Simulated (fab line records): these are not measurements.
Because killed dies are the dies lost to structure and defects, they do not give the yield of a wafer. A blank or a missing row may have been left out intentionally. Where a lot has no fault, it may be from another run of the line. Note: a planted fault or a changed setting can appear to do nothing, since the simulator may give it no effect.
Which tool did it? || flow nand harc || 6 lots, 16 wafers sampled, at 5 steps of a route of 1302

== WHAT EACH GAUGE READ, for each wafer ==
NHARC_END_SORT_01.
{"lot": "L366", "measured": "day 26 21:08", "on": "prober-01", "killed at array": "76 68 83"}
{"lot": "L379", "measured": "day 32 15:40", "on": "prober-01", "killed at array": "26 30 29"}

== WHICH TOOL RAN EACH LOT (tool, then ch and the chambers of the sampled wafers, then the start) ==
{"lot": "L362", "NHARC_A_STAIRCASE_ETCH_271": "rie diel-12 ch 0,1, day 16 14:55", "NHARC_A_STAIRCASE_DEP_280": "pecvd-02 ch 0,1,2, day 16 23:57", "NHARC_A_STAIRCASE_DESCUM_291": "rie diel-12 ch 1,3, day 17 00:45", "NHARC_A_STAIRCASE_ETCH_292": "rie diel-12 ch 1,2,3, day 17 00:51"}
{"lot": "L366", "NHARC_A_STAIRCASE_ETCH_271": "rie diel-12 ch 0,1,2, day 18 14:08", "NHARC_A_STAIRCASE_DEP_280": "pecvd-04 ch 0,1,2, day 18 21:22", "NHARC_A_STAIRCASE_DESCUM_291": "rie diel-04 ch 1,2,3, day 18 22:20", "NHARC_A_STAIRCASE_ETCH_292": "rie diel-04 ch 1,2,3, day 18 22:24"}
{"lot": "L374", "NHARC_A_STAIRCASE_ETCH_271": "rie diel-01 ch 1,3, day 22 02:21", "NHARC_A_STAIRCASE_DEP_280": "pecvd-04 ch 0,2, day 22 09:35", "NHARC_A_STAIRCASE_DESCUM_291": "rie diel-01 ch 1,2, day 22 10:31", "NHARC_A_STAIRCASE_ETCH_292": "rie diel-01 ch 1,3, day 22 10:39"}
{"lot": "L379", "NHARC_A_STAIRCASE_ETCH_271": "rie diel-01 ch 1,2,3, day 23 13:59", "NHARC_A_STAIRCASE_DEP_280": "pecvd-04 ch 0,2, day 23 21:53", "NHARC_A_STAIRCASE_DESCUM_291": "rie diel-01 ch 2,3, day 23 22:44", "NHARC_A_STAIRCASE_ETCH_292": "rie diel-01 ch 1,3, day 23 22:49"}
{"lot": "L380", "NHARC_A_STAIRCASE_ETCH_271": "rie diel-01 ch 2, day 23 22:17", "NHARC_A_STAIRCASE_DEP_280": "pecvd-04 ch 0, day 24 03:40", "NHARC_A_STAIRCASE_DESCUM_291": "rie diel-12 ch 3, day 24 04:40", "NHARC_A_STAIRCASE_ETCH_292": "rie diel-12 ch 3, day 24 04:46"}
{"lot": "L384", "NHARC_A_STAIRCASE_ETCH_271": "rie diel-12 ch 0,1,3, day 25 22:04", "NHARC_A_STAIRCASE_DEP_280": "pecvd-02 ch 1,2, day 26 02:52", "NHARC_A_STAIRCASE_DESCUM_291": "rie diel-01 ch 0,1,2, day 26 03:43", "NHARC_A_STAIRCASE_ETCH_292": "rie diel-01 ch 0,1,2, day 26 03:49"}
- NHARC_A_STAIRCASE_ETCH_271: etches the open film in CF4/CHF3.
- NHARC_A_STAIRCASE_DEP_280: deposits SiON, target thk 30 nm.
- NHARC_A_STAIRCASE_DESCUM_291: chemistry O2, time 3 s.
- NHARC_A_STAIRCASE_ETCH_292: etches the open film in CF4/CHF3.

== THE ANSWER, worked out from the rows above alone ==
Rule: what is usual is taken from the lots themselves. The widest of any qualifying gaps counts: lots, ordered by their means at a reading, are off when they make up no more than a third of the lots, leave a main group of 4 or more, and stand apart from it by 3 or more times the standard deviation of that group's means. A main group whose means are all the same, to the digits that the tables above print for the reading, isn't used. A lot without any number at a reading at which 4 lots or more have one is off too. All remaining lots with rows at the step are treated as sound.
Nothing can be told from this: no lot is off at any reading shown.

== WHAT THE SIMULATOR PUT IN ==
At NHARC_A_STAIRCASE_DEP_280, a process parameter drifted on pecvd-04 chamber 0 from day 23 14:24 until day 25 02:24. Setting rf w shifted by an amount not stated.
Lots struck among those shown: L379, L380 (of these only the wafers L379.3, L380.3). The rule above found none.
